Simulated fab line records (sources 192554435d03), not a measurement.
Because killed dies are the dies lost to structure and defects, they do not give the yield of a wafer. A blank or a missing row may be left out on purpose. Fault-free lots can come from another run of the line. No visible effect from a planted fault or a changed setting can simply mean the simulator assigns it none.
Comparing a struck lot with a sound one / flow n5_finfet / 27 out of 1938 route steps
Sound: these wafers, L490.2, L490.4, L490.5. The struck wafers were L500.3, L500.4, L500.6. The cause comes at the end.
For every step that has rows: the tool of each side, followed by ch and its chambers, followed by its first start. Under that, the readings that differ: sound wafers / struck wafers / difference of the means / sigmas: that difference in standard deviations of wafers without a fault.
alike: readings whose means differ by less than 2 such deviations, and words and numbers that are the same on both sides. not compared: withheld readings, readings that some wafer has no value for, bounds like >300 that may hide the same value, and numbers for which the record gives no deviation and whose values overlap.
Wherever a step has rows on one side only, a row that says differs or no value, or a row with sigmas, the two part there. Non-overlapping numbers with no deviation appear without sigmas and do not part them. A reading that every wafer of one side lacks parts them only if that side has two wafers or more.

first, 1 step without rows for these wafers: N5_BEOL_M14_SPUTTER_44 (material Ta, target thk 15 nm, time 24.19 s).
N5_BEOL_M14_SPUTTER_45: material Cu, target thk 100 nm, time 16.67 s.
  sound: pvd_sputter-02 at day 13 01:52; struck: pvd_sputter-02 at day 15 17:49
  alike: bias_v, throttle_valve_pct
then, 1 step without rows for these wafers: N5_BEOL_M14_ECD_47 (material Cu, target thk 1248 nm).
N5_BEOL_M14_ANNEAL_48: time 90 s.
  sound on rtp_anneal-01 ch 0, day 13 02:13; struck on rtp_anneal-02 ch 0, day 15 18:16
  alike: wafer_temp_C_max
N5_BEOL_M14_CMP_49: polishes, stops on SiO2, t overpolish 5.2 s, target thk 560 nm.
  sound on cmp-02 ch 0,2, day 13 02:31; struck on cmp-03 ch 1,3, day 15 18:31
  alike: barrier_field_endpoint_s, motor_current_A, overpolish_run_s, platen_rpm, time_to_endpoint_s
N5_BEOL_M14_THK_MEAS_50: measures by xrf.
  sound: film_metro-02 at day 13 02:46; struck: film_metro-01 at day 15 18:46
  alike: M14_THK
then, 2 steps without rows for these wafers: N5_BEOL_M14_PRE_CLEAN_52 (time 15 s); N5_BEOL_M14_DEP_53 (deposits SiCN from 3MS/NH3, target thk 50 nm, time 17.8 s).
N5_BEOL_M14_RS_MEAS_54: measurement is done with a four-point probe.
  sound: film_metro-01 at day 13 02:54; struck: film_metro-02 at day 15 18:54
  alike: M14_RS
N5_BEOL_M14_INSPECT_55: inspects for defects (darkfield).
  sound: defect_inspect-02 at day 13 02:55; struck: defect_inspect-01 at day 15 18:56
  alike: raw_defect_count
then, 1 step without rows for these wafers: N5_BEOL_M15_ILD_DEP_00 (deposits SiO2 from TEOS/O2, target thk 1629.3 nm, time 346.1 s).
N5_BEOL_M15_THK_MEAS_01:
  sound: film_metro-02 at day 13 03:19; struck: film_metro-02 at day 15 19:13
  alike: M15_ILD_THK
N5_BEOL_M15_COAT_58: time 60 s, resist thk 89 nm.
  sound on litho_track-04 ch 0, day 13 03:21; struck on litho_track-02 ch 0, day 15 19:14
reading=spin_speed_rpm (rpm); sound=1500.3 1499.9 1501.4; struck=1603.6 1603.6 1601.5; difference=+102.4; sigmas=+99 or more
reading=model.BARC_of_BEOL_M15_COAT_58.thk_nm (nm); sound=88.8 88.8 89; struck=86.2 86.2 86.2; difference=-2.7; sigmas=
  alike: chill_plate_temp_C
then, 7 steps without rows for these wafers: N5_BEOL_M15_COAT_04 (resist thk 800 nm); N5_BEOL_M15_EBR_06; N5_BEOL_M15_SOFTBAKE_05 (time 60 s); N5_BEOL_M15_EXPOSE_07 (exposes mask V14); N5_BEOL_M15_PEB_08 (peb time 90 s); N5_BEOL_M15_DEVELOP_09 (develop time 45 s); N5_BEOL_M15_HARDBAKE_14 (time 120 s).
N5_BEOL_M15_CD_MEAS_10 targets a cd of 360 nm.
  sound on cd_sem-02 ch 0, day 13 03:45; struck on cd_sem-02 ch 0, day 15 19:38
  alike: cd_nm
N5_BEOL_M15_OVL_MEAS_11:
  sound on overlay-02 ch 0, day 13 03:47; struck on overlay-01 ch 0, day 15 19:40
  alike: V14_OVL
N5_BEOL_M15_INSPECT_12: inspects for defects (macro).
  sound: defect_inspect-02 at day 13 03:48; struck: defect_inspect-01 at day 15 19:42
  alike: raw_defect_count
N5_BEOL_M15_DESCUM_15: chemistry O2, time 7.9 s.
  sound on rie_diel-04 ch 2,3, day 13 03:59; struck on rie_diel-04 ch 0,2, day 15 19:44
  alike: drypump_motor_current_A, o2_flow_sccm, oes_product_au, rf_vpp_V, showerhead_plenum_p_Torr, throttle_valve_pct
  not compared: rf_hours_counter_h
N5_BEOL_M15_ETCH_59: etches BARC in N2/H2, target depth 89 nm, overetch 26.7 nm, time 67.9 s.
  sound on rie_diel-04 ch 2,3, day 13 04:01; struck on rie_diel-04 ch 0,2, day 15 19:46
reading=model.etch.depth_nm (nm); sound=88.87 88.75 88.92; struck=86.11 86.12 86.15; difference=-2.72; sigmas=
  alike: drypump_motor_current_A, oes_product_au, rf_vpp_V, showerhead_plenum_p_Torr, throttle_valve_pct
  not compared: rf_hours_counter_h
N5_BEOL_M15_VIA_ETCH_16: etches SiO2 in C4F8/O2/Ar, target depth 1792.2 nm.
  sound on rie_diel-04 ch 2,3, day 13 04:04; struck on rie_diel-04 ch 0,2, day 15 19:49
  alike: drypump_motor_current_A, oes_product_au, rf_vpp_V, showerhead_plenum_p_Torr, throttle_valve_pct
N5_PASSIVATION_PROBE_49:
  the record has rows for the sound wafers here (prober-01, day 14 04:05) and none for the struck ones

== WHERE THEY PART ==
Earliest at N5_BEOL_M15_COAT_58; latest, in this record, at N5_PASSIVATION_PROBE_49.

WHY: whatever the simulator had introduced
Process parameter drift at N5_BEOL_M15_COAT_58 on litho_track-02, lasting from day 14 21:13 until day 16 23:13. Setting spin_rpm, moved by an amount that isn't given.
